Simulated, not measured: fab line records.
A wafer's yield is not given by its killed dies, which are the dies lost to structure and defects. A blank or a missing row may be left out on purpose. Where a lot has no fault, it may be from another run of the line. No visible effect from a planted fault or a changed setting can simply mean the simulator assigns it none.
fab line records    flow n5-finfet    part 1 of 2: steps 1 to 4 of 6
record lots=24  wafers=72  last-day=20
route steps=1938 shown ZERO_LAYER@4 PMOS_HMC_CHANNEL_EPI@70 FIN_SAQP@127
lots that met no fault: from a run of the same line without faults
start-h: hours from the record's opening day to when the first of the lot's shown wafers began    wait-h: time in hours since the lot's previous step    " the same as in the row above    L1.1+2: several wafers, shown together as one row    - no value, or no start given    * or withheld: withheld    < > ~ a bound
route shown NAME@n: names a module that has steps shown in the file, with the first one's number in the route    usual: mean and standard deviation over wafers with no fault    same: alike in all rows    chamber/n: place in a boat    sites: per-site readings    _std_site: their standard deviation    _edge_site: the outer-site mean with the inner-site mean subtracted    radius-mm: how far each site lies from the wafer's centre    mask NAME#n: copy n    behind: tool/chamber where the wafer was last shaped    hold: why the lot was held/for how many hours/how that ended    device: the n, p or np transistor that did not switch    end of line: the tests these same wafers got at the end of their route    a step with no rows: only its recipe    killed: dies lost to structure and defects at the first sort, not the wafer's yield    map: per-die view of a wafer (x killed, . not killed, _ where there is no die)
set.NAME: the setting the step ran with; set.NAME@STEP: the setting that earlier step ran with    model.NAME: the simulator's own value behind a step, which no gauge read
steps of the route over a sample of lots; a table a step, a row a wafer
services: a tool's chamber out of use, with start hour (start-h, from the record's first day; less than 0 if before it), hours out, and reason
## steps
# step N5_ZERO_LAYER_PECVD_02
# recipe material=SiO2  target-thk-a=100  temp-c=400  precursor=SiH4/N2O  pressure-torr=0.75  rf-w=275  time-s=6
# usual chamber-pressure-Torr=0.7500/0.0014  heater-power-w=897/98  showerhead-plenum-p-Torr=8.24/0.15
lot.wafer  tool      chamber  start-h  wait-h  chamber-pressure-Torr  heater-power-w  showerhead-plenum-p-Torr
L074.2     pecvd-03  0        12.28    0.0     0.7483                 919             8.35
L074.3     "         1        "        "       0.7525                 755             8.28
L074.5     "         0        "        "       0.7461                 898             8.34
L075.3     pecvd-04  1        18.28    0.0     0.7505                 844             8.17
L075.5     "         0        "        "       0.7496                 760             8.44
L075.6     "         2        "        "       0.7508                 859             7.86
L076.1     pecvd-02  1        24.28    0.0     0.7513                 894             8.16
L076.4     "         1        "        "       0.7494                 923             8.16
L076.5     "         2        "        "       0.7504                 910             8.34
L077.1     pecvd-02  2        30.30    0.0     0.7519                 858             8.33
L077.4     "         1        "        "       0.7499                 916             8.16
L077.5     "         0        "        "       0.7517                 966             8.34
L078.1     pecvd-03  1        36.30    0.0     0.7507                 803             8.29
L078.3     "         0        "        "       0.7506                 938             8.32
L078.6     "         0        "        "       0.7523                 935             8.35
L079.1     pecvd-02  1        42.30    0.0     0.7491                 820             8.14
L079.4     "         2        "        "       0.7503                 932             8.30
L079.6     "         0        "        "       0.7519                 964             8.32
L080.1     pecvd-02  2        48.29    0.0     0.7507                 882             8.33
L080.3     "         0        "        "       0.7497                 883             8.33
L080.6     "         0        "        "       0.7494                 889             8.34
L081.2     pecvd-02  2        54.28    0.0     0.7519                 812             8.32
L081.3     "         0        "        "       0.7515                 991             8.33
L081.4     "         2        "        "       0.7516                 816             8.34
L082.2     pecvd-04  1        60.30    0.0     0.7483                 801             8.16
L082.4     "         2        "        "       0.7510                 766             7.86
L082.5     "         0        "        "       0.7512                 784             8.43
L083.2     pecvd-03  2        66.28    0.0     0.7484                 1126            8.00
L083.5     "         1        "        "       0.7504                 763             8.30
L083.6     "         0        "        "       0.7490                 939             8.33
L084.1     pecvd-04  2        72.28    0.0     0.7500                 881             7.88
L084.4     "         1        "        "       0.7473                 829             8.15
L084.6     "         0        "        "       0.7506                 834             8.45
L085.1     pecvd-03  2        78.28    0.0     0.7479                 1069            7.97
L085.2     "         0        "        "       0.7503                 932             8.35
L085.4     "         0        "        "       0.7501                 946             8.34
L086.2     pecvd-02  2        84.28    0.0     0.7533                 887             8.33
L086.4     "         2        "        "       0.7515                 867             8.32
L086.6     "         0        "        "       0.7493                 925             8.34
L087.1     pecvd-03  2        90.28    0.0     0.7499                 1081            7.96
L087.2     "         1        "        "       0.7502                 758             8.31
L087.4     "         1        "        "       0.7530                 761             8.28
L088.1     pecvd-02  0        96.28    0.0     0.7494                 935             8.35
L088.2     "         1        "        "       0.7545                 905             8.15
L088.6     "         1        "        "       0.7525                 909             8.17
L089.1     pecvd-02  2        102.28   0.0     0.7536                 863             8.34
L089.2     "         0        "        "       0.7496                 995             8.34
L089.6     "         1        "        "       0.7490                 812             8.15
L090.1     pecvd-03  2        108.28   0.0     0.7495                 1087            7.98
L090.3     "         0        "        "       0.7512                 810             8.35
L090.5     "         2        "        "       0.7490                 1092            8.00
L091.1     pecvd-02  0        114.29   0.0     0.7468                 1020            8.32
L091.4     "         1        "        "       0.7488                 876             8.15
L091.5     "         0        "        "       0.7483                 994             8.34
L092.1     pecvd-04  1        120.28   0.0     0.7517                 836             8.16
L092.3     "         2        "        "       0.7478                 872             7.85
L092.5     "         1        "        "       0.7510                 825             8.15
L093.3     pecvd-03  0        126.28   0.0     0.7472                 853             8.34
L093.4     "         1        "        "       0.7504                 773             8.29
L093.6     "         2        "        "       0.7479                 1019            7.99
L094.4     pecvd-02  0        132.31   0.1     0.7485                 1001            8.34
L094.5     "         1        "        "       0.7494                 941             8.17
L094.6     "         2        "        "       0.7501                 926             8.31
L095.2     pecvd-02  0        138.28   0.0     0.7506                 936             8.34
L095.4     "         1        "        "       0.7504                 809             8.16
L095.5     "         2        "        "       0.7482                 863             8.33
L096.2     pecvd-02  1        144.36   0.0     0.7493                 938             8.17
L096.3     "         2        "        "       0.7513                 877             8.32
L096.4     "         2        "        "       0.7509                 901             8.32
L097.1     pecvd-03  2        150.28   0.0     0.7492                 1119            8.00
L097.4     "         2        "        "       0.7485                 1128            7.99
L097.6     "         0        "        "       0.7490                 956             8.35
# step N5_ZERO_LAYER_ETCH_17
# recipe chemistry=CF4  target=SiO2  target-depth-a=120  time-s=13.3  ion-energy-ev=350  pressure-mtorr=40  source-w=450  bias-w=215  Ar_flow_sccm=100  cf4-flow-sccm=100
# usual cf4-flow-sccm=100.0/0.31  drypump-motor-current-A=5.6/0.36  oes-product-au=0.80/0.08  rf-vpp-V=950/4.6  showerhead-plenum-p-Torr=2.16/0.076  throttle-valve-pct=15.62/0.18
lot.wafer  tool         chamber  start-h  wait-h  cf4-flow-sccm  drypump-motor-current-A  oes-product-au  rf-hours-counter-h  rf-vpp-V  showerhead-plenum-p-Torr  throttle-valve-pct
L074.2     rie-diel-02  1        12.71    0.0     100.3          5.4                      0.97            14                  958       2.28                      15.33
L074.3     "            3        "        "       100.0          5.7                      0.76            147                 944       2.04                      15.68
L074.5     "            2        "        "       100.1          5.5                      0.82            -                   948       2.16                      15.66
L075.3     rie-diel-02  3        18.84    0.0     99.3           5.7                      0.76            150                 942       2.04                      15.70
L075.5     "            0        "        "       99.7           5.5                      0.85            -                   945       2.08                      15.36
L075.6     "            3        "        "       99.3           5.7                      0.76            -                   943       2.04                      15.70
L076.1     rie-diel-03  1        24.72    0.0     100.1          6.4                      0.81            110                 949       2.17                      15.64
L076.4     "            0        "        "       99.9           6.0                      0.68            -                   951       2.20                      15.95
L076.5     "            2        "        "       100.3          5.4                      0.74            -                   954       2.20                      15.57
L077.1     rie-diel-03  0        30.73    0.0     100.5          6.0                      0.68            246                 952       2.20                      15.96
L077.4     "            3        "        "       100.3          4.9                      0.80            131                 955       2.24                      15.87
L077.5     "            2        "        "       99.6           5.4                      0.74            -                   954       2.20                      15.58
L078.1     rie-diel-02  3        36.88    0.0     99.4           5.7                      0.75            155                 944       2.04                      15.71
L078.3     "            2        "        "       100.2          5.5                      0.81            137                 949       2.16                      15.68
L078.6     "            1        "        "       100.1          5.4                      0.94            -                   955       2.28                      15.36
L079.1     rie-diel-06  2        42.73    0.0     99.2           5.8                      0.83            63                  939       2.01                      15.57
L079.4     "            1        "        "       99.6           5.4                      0.90            23                  951       2.19                      15.57
L079.6     "            1        "        "       100.1          5.4                      0.89            -                   952       2.19                      15.56
L080.1     rie-diel-02  0        48.72    0.0     99.5           5.5                      0.84            66                  945       2.08                      15.41
L080.3     "            1        "        "       100.2          5.4                      0.94            25                  956       2.28                      15.35
L080.6     "            1        "        "       99.8           5.4                      0.94            -                   957       2.28                      15.35
L081.2     rie-diel-02  0        54.84    0.0     100.1          5.5                      0.83            69                  945       2.08                      15.39
L081.3     "            2        "        "       99.8           5.5                      0.81            143                 950       2.16                      15.69
L081.4     "            1        "        "       100.2          5.4                      0.93            27                  957       2.28                      15.36
L082.2     rie-diel-06  2        60.73    0.0     100.1          5.9                      0.82            68                  939       2.01                      15.57
L082.4     "            3        "        "       100.8          5.8                      0.72            163                 947       2.15                      15.87
L082.5     "            3        "        "       100.2          5.8                      0.72            -                   948       2.15                      15.86
L083.2     rie-diel-06  3        66.72    0.0     99.7           5.8                      0.72            165                 949       2.15                      15.85
L083.5     "            3        "        "       99.4           5.8                      0.73            -                   949       2.15                      15.86
L083.6     "            0        "        "       100.1          5.5                      0.67            -                   946       2.11                      15.65
L084.1     rie-diel-03  2        72.72    0.0     99.8           5.4                      0.72            186                 953       2.20                      15.60
L084.4     "            1        "        "       100.1          6.4                      0.79            126                 950       2.16                      15.68
L084.6     "            3        "        "       99.9           4.9                      0.77            -                   955       2.23                      15.86
L085.1     rie-diel-03  3        78.84    0.0     99.9           4.9                      0.78            147                 953       2.23                      15.88
L085.2     "            1        "        "       100.3          6.4                      0.79            128                 949       2.16                      15.67
L085.4     "            2        "        "       100.4          5.4                      0.72            188                 954       2.20                      15.62
L086.2     rie-diel-03  3        84.71    0.0     99.9           4.9                      0.78            149                 953       2.23                      15.90
L086.4     "            2        "        "       100.3          5.4                      0.72            190                 953       2.19                      15.60
L086.6     "            0        "        "       100.4          6.0                      0.92            -                   951       2.20                      15.47
L087.1     rie-diel-02  3        90.87    0.0     99.6           5.7                      0.73            170                 943       2.04                      15.74
L087.2     "            1        "        "       99.8           5.4                      0.92            35                  957       2.27                      15.38
L087.4     "            0        "        "       100.4          5.5                      0.82            78                  946       2.08                      15.41
L088.1     rie-diel-02  0        96.71    0.0     100.0          5.5                      0.82            80                  945       2.08                      15.41
L088.2     "            3        "        "       100.2          5.6                      0.74            172                 943       2.03                      15.74
L088.6     "            2        "        "       100.0          5.5                      0.79            -                   947       2.15                      15.71
L089.1     rie-diel-03  0        102.84   0.0     99.9           6.0                      0.90            11                  953       2.20                      15.50
L089.2     "            3        "        "       100.3          4.9                      0.78            154                 954       2.23                      15.90
L089.6     "            1        "        "       99.9           6.5                      0.80            -                   949       2.16                      15.69
L090.1     rie-diel-02  1        108.71   0.0     99.3           5.4                      0.90            41                  955       2.27                      15.38
L090.3     "            3        "        "       99.1           5.7                      0.73            176                 943       2.03                      15.74
L090.5     "            3        "        "       99.7           5.7                      0.73            -                   942       2.03                      15.76
L091.1     rie-diel-06  0        114.85   0.0     100.2          5.5                      1.00            1                   946       2.10                      15.20
L091.4     "            1        "        "       100.5          5.4                      0.86            47                  950       2.18                      15.62
L091.5     "            1        "        "       100.2          5.4                      0.86            -                   950       2.18                      15.62
L092.1     rie-diel-03  0        121.67   0.0     100.6          6.0                      0.89            18                  952       2.19                      15.51
L092.3     "            2        "        "       100.0          5.4                      0.71            201                 952       2.19                      15.65
L092.5     "            2        "        "       100.0          5.4                      0.70            -                   953       2.19                      15.64
L093.3     rie-diel-06  2        126.84   0.0     99.6           5.8                      0.80            91                  941       2.00                      15.63
L093.4     "            3        "        "       99.7           5.8                      0.71            185                 948       2.14                      15.91
L093.6     "            3        "        "       99.9           5.8                      0.72            -                   947       2.14                      15.90
L094.4     rie-diel-03  0        132.84   0.0     100.1          6.0                      0.87            21                  953       2.19                      15.53
L094.5     "            3        "        "       100.0          4.9                      0.77            -                   954       2.22                      15.94
L094.6     "            2        "        "       100.2          5.4                      0.70            -                   953       2.19                      15.64
L095.2     rie-diel-03  2        138.71   0.0     100.0          5.4                      0.70            206                 953       2.19                      15.64
L095.4     "            1        "        "       99.9           6.5                      0.78            141                 947       2.15                      15.70
L095.5     "            3        "        "       99.8           4.9                      0.76            -                   953       2.22                      15.92
L096.2     rie-diel-02  0        144.79   0.0     99.9           5.5                      0.81            90                  946       2.07                      15.43
L096.3     "            1        "        "       100.5          5.4                      0.88            54                  954       2.27                      15.40
L096.4     "            3        "        "       99.8           5.6                      0.73            187                 945       2.03                      15.76
L097.1     rie-diel-02  0        150.72   0.0     99.9           5.6                      0.80            91                  946       2.07                      15.42
L097.4     "            1        "        "       99.8           5.4                      0.87            56                  957       2.27                      15.43
L097.6     "            1        "        "       99.9           5.4                      0.88            -                   957       2.27                      15.42
# step N5_PMOS_HMC_CHANNEL_EPI_HM_OPEN_15
# recipe chemistry=CHF3/O2  target=SiO2  mask-material=CAR-ArF-block  target-depth-a=406  CHF3_flow_sccm=50  O2_flow_sccm=5  Ar_flow_sccm=200  time-s=20.3  pressure-mtorr=30  source-w=650  bias-w=170  ion-energy-ev=200
# usual drypump-motor-current-A=5.6/0.44  oes_ar_750_au=0.80/0.075  oes_f_703_au=0.80/0.071  oes-product-au=0.79/0.08  rf-vpp-V=525/12  showerhead-plenum-p-Torr=2.43/0.08  throttle-valve-pct=18.92/0.17
lot.wafer  tool         chamber  start-h  wait-h  drypump-motor-current-A  oes_ar_750_au  oes_f_703_au  oes-product-au  rf-hours-counter-h  rf-vpp-V  showerhead-plenum-p-Torr  throttle-valve-pct
L074.2     rie-diel-06  0        18.75    0.0     5.5                      0.69           0.70          0.68            227                 512       2.37                      18.78
L074.3     "            3        "        "       5.8                      0.74           0.74          0.74            151                 518       2.41                      19.02
L074.5     "            3        "        "       5.8                      0.74           0.74          0.74            -                   518       2.41                      19.03
L075.3     rie-diel-02  0        23.68    0.0     5.5                      0.85           0.84          0.86            59                  508       2.35                      18.64
L075.5     "            3        "        "       5.7                      0.75           0.74          0.76            -                   516       2.29                      18.90
L075.6     "            2        "        "       5.5                      0.81           0.84          0.80            -                   507       2.42                      18.85
L076.1     rie-diel-06  1        29.64    0.0     5.3                      0.92           0.89          0.92            19                  550       2.48                      18.95
L076.4     "            0        "        "       5.5                      0.69           0.69          0.67            231                 512       2.37                      18.79
L076.5     "            1        "        "       5.4                      0.91           0.88          0.92            -                   550       2.48                      18.96
L077.1     rie-diel-03  1        35.87    0.0     6.4                      0.80           0.82          0.81            114                 531       2.42                      18.87
L077.4     "            2        "        "       5.4                      0.74           0.75          0.73            174                 526       2.50                      18.99
L077.5     "            1        "        "       6.4                      0.81           0.82          0.80            -                   530       2.42                      18.85
L078.1     rie-diel-02  0        42.07    0.0     5.5                      0.84           0.84          0.85            64                  508       2.34                      18.68
L078.3     "            2        "        "       5.5                      0.81           0.84          0.80            139                 509       2.42                      18.87
L078.6     "            3        "        "       5.7                      0.75           0.73          0.77            -                   517       2.29                      18.91
L079.1     rie-diel-03  2        47.66    0.0     5.4                      0.73           0.75          0.72            178                 527       2.50                      19.00
L079.4     "            2        "        "       5.4                      0.73           0.75          0.72            -                   525       2.50                      18.99
L079.6     "            3        "        "       4.9                      0.79           0.79          0.78            -                   526       2.51                      19.16
L080.1     rie-diel-06  3        53.08    0.0     5.8                      0.73           0.73          0.72            162                 516       2.41                      19.04
L080.3     "            2        "        "       5.8                      0.84           0.84          0.81            66                  507       2.25                      18.78
L080.6     "            2        "        "       5.9                      0.83           0.84          0.83            -                   506       2.25                      18.78
L081.2     rie-diel-03  2        59.17    0.0     5.4                      0.73           0.75          0.72            183                 527       2.50                      19.00
L081.3     "            1        "        "       6.4                      0.80           0.81          0.79            122                 528       2.42                      18.85
L081.4     "            1        "        "       6.4                      0.80           0.81          0.78            -                   530       2.42                      18.86
L082.2     rie-diel-03  2        65.61    0.0     5.4                      0.73           0.74          0.72            184                 526       2.50                      18.99
L082.4     "            3        "        "       4.9                      0.78           0.79          0.78            143                 527       2.51                      19.17
L082.5     "            3        "        "       4.9                      0.77           0.79          0.77            -                   526       2.51                      19.16
L083.2     rie-diel-06  0        71.94    0.0     5.5                      0.68           0.69          0.68            243                 511       2.37                      18.81
L083.5     "            2        "        "       5.8                      0.83           0.83          0.82            -                   505       2.25                      18.80
L083.6     "            3        "        "       5.8                      0.73           0.73          0.74            -                   518       2.41                      19.06
L084.1     rie-diel-03  3        77.26    0.0     4.9                      0.78           0.79          0.78            147                 526       2.51                      19.18
L084.4     "            1        "        "       6.4                      0.79           0.79          0.79            127                 529       2.42                      18.86
L084.6     "            2        "        "       5.4                      0.72           0.74          0.71            -                   527       2.50                      18.99
L085.1     rie-diel-06  0        83.77    0.0     5.5                      0.68           0.69          0.66            247                 510       2.37                      18.82
L085.2     "            3        "        "       5.8                      0.73           0.72          0.71            170                 518       2.40                      19.06
L085.4     "            1        "        "       5.4                      0.89           0.86          0.89            34                  551       2.48                      18.98
L086.2     rie-diel-03  1        89.26    0.0     6.5                      0.79           0.80          0.78            131                 530       2.42                      18.87
L086.4     "            2        "        "       5.4                      0.73           0.74          0.70            191                 528       2.50                      19.00
L086.6     "            0        "        "       6.0                      0.93           0.91          0.94            -                   539       2.46                      18.70
L087.1     rie-diel-06  2        95.45    0.0     5.9                      0.82           0.83          0.81            80                  506       2.24                      18.80
L087.2     "            1        "        "       5.4                      0.88           0.86          0.88            39                  548       2.48                      19.02
L087.4     "            3        "        "       5.8                      0.73           0.72          0.72            -                   519       2.40                      19.07
L088.1     rie-diel-03  1        101.43   0.0     6.4                      0.79           0.80          0.79            134                 529       2.42                      18.88
L088.2     "            3        "        "       4.9                      0.78           0.79          0.76            154                 526       2.51                      19.18
L088.6     "            2        "        "       5.4                      0.71           0.74          0.71            -                   526       2.50                      19.02
L089.1     rie-diel-03  0        107.54   0.0     6.0                      0.90           0.89          0.91            12                  536       2.46                      18.72
L089.2     "            2        "        "       5.4                      0.72           0.74          0.71            196                 527       2.50                      19.00
L089.6     "            0        "        "       6.0                      0.90           0.90          0.91            -                   539       2.46                      18.72
L090.1     rie-diel-02  2        113.20   0.0     5.5                      0.80           0.82          0.77            158                 506       2.41                      18.90
L090.3     "            3        "        "       5.7                      0.74           0.71          0.74            178                 516       2.28                      18.94
L090.5     "            1        "        "       5.4                      0.88           0.89          0.90            -                   531       2.55                      18.63
L091.1     rie-diel-03  2        120.30   0.0     5.4                      0.71           0.72          0.71            200                 525       2.49                      19.03
L091.4     "            0        "        "       6.0                      0.89           0.87          0.90            -                   536       2.45                      18.73
L091.5     "            2        "        "       5.4                      0.72           0.73          0.70            -                   525       2.49                      19.02
L092.1     rie-diel-03  1        126.26   0.0     6.5                      0.78           0.79          0.78            138                 528       2.42                      18.89
L092.3     "            0        "        "       6.0                      0.89           0.87          0.89            20                  538       2.45                      18.73
L092.5     "            0        "        "       6.0                      0.89           0.87          0.89            -                   537       2.45                      18.72
L093.3     rie-diel-03  3        131.89   0.0     4.9                      0.76           0.78          0.76            164                 524       2.50                      19.21
L093.4     "            1        "        "       6.5                      0.78           0.79          0.79            139                 530       2.42                      18.89
L093.6     "            3        "        "       4.9                      0.77           0.77          0.76            -                   525       2.50                      19.20
L094.4     rie-diel-06  0        137.19   0.0     5.5                      0.96           0.99          0.98            6                   512       2.36                      18.48
L094.5     "            0        "        "       5.5                      0.97           0.98          0.97            -                   511       2.36                      18.45
L094.6     "            1        "        "       5.4                      0.86           0.83          0.86            -                   550       2.47                      19.03
L095.2     rie-diel-03  2        143.14   0.0     5.4                      0.71           0.72          0.70            207                 527       2.49                      19.04
L095.4     "            0        "        "       6.0                      0.88           0.86          0.88            -                   536       2.45                      18.73
L095.5     "            1        "        "       6.5                      0.78           0.79          0.78            -                   529       2.41                      18.89
L096.2     rie-diel-06  1        149.51   0.0     5.4                      0.85           0.83          0.85            55                  549       2.47                      19.02
L096.3     "            3        "        "       5.8                      0.71           0.71          0.71            191                 516       2.40                      19.08
L096.4     "            2        "        "       5.8                      0.80           0.81          0.79            96                  505       2.24                      18.82
L097.1     rie-diel-03  3        155.58   0.0     4.9                      0.76           0.77          0.76            169                 525       2.50                      19.21
L097.4     "            1        "        "       6.4                      0.78           0.79          0.78            146                 529       2.41                      18.91
L097.6     "            3        "        "       4.9                      0.76           0.77          0.76            -                   525       2.50                      19.21
# step N5_PMOS_HMC_CHANNEL_EPI_THK_MEAS_22
# recipe reads=SiGe30_of_PMOS_HMC_CHANNEL_EPI_EPI_20
# usual HMC_CMP_THK=53.6/1.3
lot.wafer  tool           chamber  start-h  wait-h  HMC_CMP_THK[nm]
L074.2     film-metro-01  -        20.95    -       55.2
L074.3     "              -        "        "       54.0
L074.5     "              -        "        "       54.9
L075.3     film-metro-01  -        26.51    -       55.0
L075.5     "              -        "        "       53.2
L075.6     "              -        "        "       54.3
L076.1     film-metro-01  -        31.84    -       55.1
L076.4     "              -        "        "       55.6
L076.5     "              -        "        "       55.9
L077.1     film-metro-01  -        38.45    -       54.3
L077.4     "              -        "        "       54.1
L077.5     "              -        "        "       53.9
L078.1     film-metro-01  -        44.26    -       51.2
L078.3     "              -        "        "       55.3
L078.6     "              -        "        "       51.3
L079.1     film-metro-02  -        49.86    -       54.8
L079.4     "              -        "        "       51.6
L079.6     "              -        "        "       54.6
L080.1     film-metro-01  -        55.26    -       51.5
L080.3     "              -        "        "       55.2
L080.6     "              -        "        "       51.5
L081.2     film-metro-01  -        61.78    -       52.4
L081.3     "              -        "        "       53.3
L081.4     "              -        "        "       53.5
L082.2     film-metro-01  -        67.79    -       51.9
L082.4     "              -        "        "       52.3
L082.5     "              -        "        "       55.3
L083.2     film-metro-02  -        74.30    -       55.4
L083.5     "              -        "        "       52.3
L083.6     "              -        "        "       55.5
L084.1     film-metro-01  -        79.44    -       54.8
L084.4     "              -        "        "       54.2
L084.6     "              -        "        "       54.8
L085.1     film-metro-01  -        85.95    -       51.7
L085.2     "              -        "        "       54.0
L085.4     "              -        "        "       51.9
L086.2     film-metro-02  -        91.86    -       55.0
L086.4     "              -        "        "       52.9
L086.6     "              -        "        "       53.5
L087.1     film-metro-01  -        97.63    -       54.1
L087.2     "              -        "        "       53.9
L087.4     "              -        "        "       54.0
L088.1     film-metro-02  -        103.64   -       54.5
L088.2     "              -        "        "       53.8
L088.6     "              -        "        "       54.1
L089.1     film-metro-02  -        110.27   -       53.6
L089.2     "              -        "        "       52.6
L089.6     "              -        "        "       53.9
L090.1     film-metro-02  -        115.39   -       54.1
L090.3     "              -        "        "       54.1
L090.5     "              -        "        "       53.9
L091.1     film-metro-02  -        122.51   -       54.6
L091.4     "              -        "        "       51.4
L091.5     "              -        "        "       51.2
L092.1     film-metro-02  -        128.47   -       54.7
L092.3     "              -        "        "       54.5
L092.5     "              -        "        "       51.0
L093.3     film-metro-02  -        134.07   -       53.9
L093.4     "              -        "        "       51.3
L093.6     "              -        "        "       54.1
L094.4     film-metro-01  -        139.38   -       52.0
L094.5     "              -        "        "       51.7
L094.6     "              -        "        "       52.0
L095.2     film-metro-01  -        145.40   -       52.3
L095.4     "              -        "        "       52.7
L095.5     "              -        "        "       52.5
L096.2     film-metro-02  -        151.71   -       52.7
L096.3     "              -        "        "       53.6
L096.4     "              -        "        "       53.8
L097.1     film-metro-01  -        157.76   -       52.1
L097.4     "              -        "        "       55.4
L097.6     "              -        "        "       52.0
